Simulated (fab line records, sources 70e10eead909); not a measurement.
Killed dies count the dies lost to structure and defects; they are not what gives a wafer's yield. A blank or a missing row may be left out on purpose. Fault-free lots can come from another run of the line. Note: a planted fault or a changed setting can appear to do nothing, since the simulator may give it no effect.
Which tool did it? + flow nand-harc + Sampling: 13 lots, 39 wafers, 5 of 1302 route steps

WHAT EACH GAUGE READ, for each wafer
NHARC_END_SORT_01.
| lot  | measured     | on        | defect-limited-yield (%) | killed-at-array | killed-at-other | killed-at-periphery | killed-dies | killed-open | killed-short | sort_bin_2_pct (%) | sort_bin_3_pct (%) | sort_bin_4_pct (%) | sort-n-pass | sort-rim-yield-pct (%) | sort-yield-pct (%) |
|------|--------------|-----------|--------------------------|-----------------|-----------------|---------------------|-------------|-------------|--------------|--------------------|--------------------|--------------------|-------------|------------------------|--------------------|
| L210 | day 32 18:28 | prober-01 | 90.7 91.6 84.6           | 54 50 49        | 6 5 4           | 3 2 51              | 63 57 104   | 2 1 3       | 2 3 1        | 2.5 3.0 5.3        | 1.2 0.4 3.8        | 5.6 5.0 6.2        | 614 620 573 | 83 88 76               | 90.7 91.6 84.6     |

EACH LOT AND THE TOOL THAT RAN IT (in order: tool; ch and the chambers of the sampled wafers; start)
| lot  | NHARC_P_M2_STRIP_19                 | NHARC_THIN_TSV_CMP_21         | NHARC_THIN_TSV_DEGAS_53      | NHARC_THIN_TSV_PRE_CLEAN_54  |
|------|-------------------------------------|-------------------------------|------------------------------|------------------------------|
| L191 | wet-bench-08 ch 0,2,4, day 6 13:31  | cmp-02 ch 0,1,2, day 24 05:01 | pvd-sputter-01, day 24 05:22 | pvd-sputter-01, day 24 05:28 |
| L192 | wet-bench-10 ch 4,5,7, day 6 14:52  | cmp-03 ch 0,1,2, day 24 12:32 | pvd-sputter-01, day 24 13:00 | pvd-sputter-01, day 24 13:04 |
| L193 | wet-bench-08 ch 1,4,7, day 7 18:02  | cmp-02 ch 0,1,3, day 25 01:38 | pvd-sputter-01, day 25 02:05 | pvd-sputter-01, day 25 02:08 |
| L195 | wet-bench-08 ch 0,1,5, day 8 05:25  | cmp-03 ch 0,1,3, day 25 00:13 | pvd-sputter-03, day 25 00:41 | pvd-sputter-03, day 25 00:45 |
| L197 | wet-bench-08 ch 1,2,6, day 8 19:30  | cmp-02 ch 0,1, day 26 16:44   | pvd-sputter-02, day 26 17:12 | pvd-sputter-02, day 26 17:16 |
| L198 | wet-bench-08 ch 3,5,6, day 9 13:52  | cmp-04 ch 1,2,3, day 27 02:10 | pvd-sputter-01, day 27 02:36 | pvd-sputter-01, day 27 02:40 |
| L199 | wet-bench-10 ch 2,4,5, day 9 14:19  | cmp-04 ch 0,2,3, day 27 03:22 | pvd-sputter-03, day 27 03:47 | pvd-sputter-03, day 27 03:52 |
| L200 | wet-bench-10 ch 4,5,7, day 10 03:13 | cmp-04 ch 0,2, day 28 15:22   | pvd-sputter-03, day 28 15:52 | pvd-sputter-03, day 28 15:58 |
| L201 | wet-bench-08 ch 3,4,5, day 10 15:21 | cmp-02 ch 1,2,3, day 28 19:59 | pvd-sputter-03, day 28 20:26 | pvd-sputter-03, day 28 20:32 |
| L202 | wet-bench-10 ch 3,6,7, day 10 22:58 | cmp-02 ch 0,2,3, day 28 14:08 | pvd-sputter-02, day 28 14:31 | pvd-sputter-02, day 28 14:37 |
| L204 | wet-bench-08 ch 4,5,7, day 11 21:10 | cmp-02 ch 1,2,3, day 29 15:01 | pvd-sputter-01, day 29 15:26 | pvd-sputter-01, day 29 15:31 |
| L210 | wet-bench-10 ch 1,4,7, day 14 08:49 | cmp-03 ch 2,3, day 32 07:42   | pvd-sputter-03, day 32 08:11 | pvd-sputter-03, day 32 08:16 |
| L213 | wet-bench-08 ch 0,1,5, day 15 17:58 | cmp-02 ch 1,2, day 32 18:59   | pvd-sputter-03, day 32 19:25 | pvd-sputter-03, day 32 19:29 |
- NHARC_P_M2_STRIP_19: strips in post etch residue remover, time 600 s.
- NHARC_THIN_TSV_CMP_21: polishes, t overpolish 30 s, target thk 2000 nm.
- NHARC_THIN_TSV_DEGAS_53: time 60 s.
- NHARC_THIN_TSV_PRE_CLEAN_54: time 30 s.

WHAT THE TOOLS THEMSELVES READ (means of the sampled wafers that have a number; where no wafer has one, the mark that the record gives instead)
NHARC_THIN_TSV_CMP_21.
| lot  | tool   | motor-current-A (A) | overpolish-run-s (s) | slurry-filter-dp-kPa (kPa) |
|------|--------|---------------------|----------------------|----------------------------|
| L191 | cmp-02 | 11.3                | 29.992               | 13.51                      |
| L192 | cmp-03 | 12.3                | 30.009               | 13.49                      |
| L193 | cmp-02 | 11.2                | 30.008               | 13.53                      |
| L195 | cmp-03 | 13.6                | 29.999               | 13.54                      |
| L197 | cmp-02 | 11.4                | 29.997               | 13.50                      |
| L198 | cmp-04 | 12.4                | 29.998               | 13.59                      |
| L199 | cmp-04 | 12.8                | 29.988               | 13.60                      |
| L200 | cmp-04 | 12.5                | 30.001               | 13.53                      |
| L201 | cmp-02 | 12.6                | 29.996               | 13.54                      |
| L202 | cmp-02 | 11.2                | 29.999               | 13.51                      |
| L204 | cmp-02 | 12.5                | 29.995               | 13.54                      |
| L210 | cmp-03 | 12.6                | 30.002               | 13.56                      |
| L213 | cmp-02 | 12.4                | 29.998               | 13.53                      |

NHARC_THIN_TSV_DEGAS_53.
| lot  | tool           | heater-power-w (W) |
|------|----------------|--------------------|
| L191 | pvd-sputter-01 | 383                |
| L192 | pvd-sputter-01 | 423                |
| L193 | pvd-sputter-01 | 439                |
| L195 | pvd-sputter-03 | 472                |
| L197 | pvd-sputter-02 | 487                |
| L198 | pvd-sputter-01 | 439                |
| L199 | pvd-sputter-03 | 472                |
| L200 | pvd-sputter-03 | 476                |
| L201 | pvd-sputter-03 | 464                |
| L202 | pvd-sputter-02 | 473                |
| L204 | pvd-sputter-01 | 415                |
| L210 | pvd-sputter-03 | 498                |
| L213 | pvd-sputter-03 | 491                |

NHARC_THIN_TSV_PRE_CLEAN_54.
| lot  | tool           | heater-power-w (W) |
|------|----------------|--------------------|
| L191 | pvd-sputter-01 | 367                |
| L192 | pvd-sputter-01 | 377                |
| L193 | pvd-sputter-01 | 331                |
| L195 | pvd-sputter-03 | 411                |
| L197 | pvd-sputter-02 | 433                |
| L198 | pvd-sputter-01 | 347                |
| L199 | pvd-sputter-03 | 421                |
| L200 | pvd-sputter-03 | 421                |
| L201 | pvd-sputter-03 | 426                |
| L202 | pvd-sputter-02 | 422                |
| L204 | pvd-sputter-01 | 349                |
| L210 | pvd-sputter-03 | 425                |
| L213 | pvd-sputter-03 | 437                |

THE ANSWER, worked out from the rows above alone
Rule: the usual values come from the lots themselves. The widest of any qualifying gaps counts: lots, ordered by their means at a reading, are off when they make up no more than a third of the lots, leave a main group of 4 or more, and stand apart from it by 3 or more times the standard deviation of that group's means. A main group is skipped when, at the precision printed for the reading in the tables above, its means are all equal. Also off: a lot with no number at a reading for which 4 or more lots have one. The other lots that the step has rows for count as sound. The gauges are gone through in route order, then the tools' own readings, and for those a lot's mean is taken as printed above. At the first step where some lot is off, the reading lying furthest off is the one used; lots without a number count as furthest.
Nothing can be told from this: no lot is off at any reading shown.

WHAT THE SIMULATOR HAD INSERTED
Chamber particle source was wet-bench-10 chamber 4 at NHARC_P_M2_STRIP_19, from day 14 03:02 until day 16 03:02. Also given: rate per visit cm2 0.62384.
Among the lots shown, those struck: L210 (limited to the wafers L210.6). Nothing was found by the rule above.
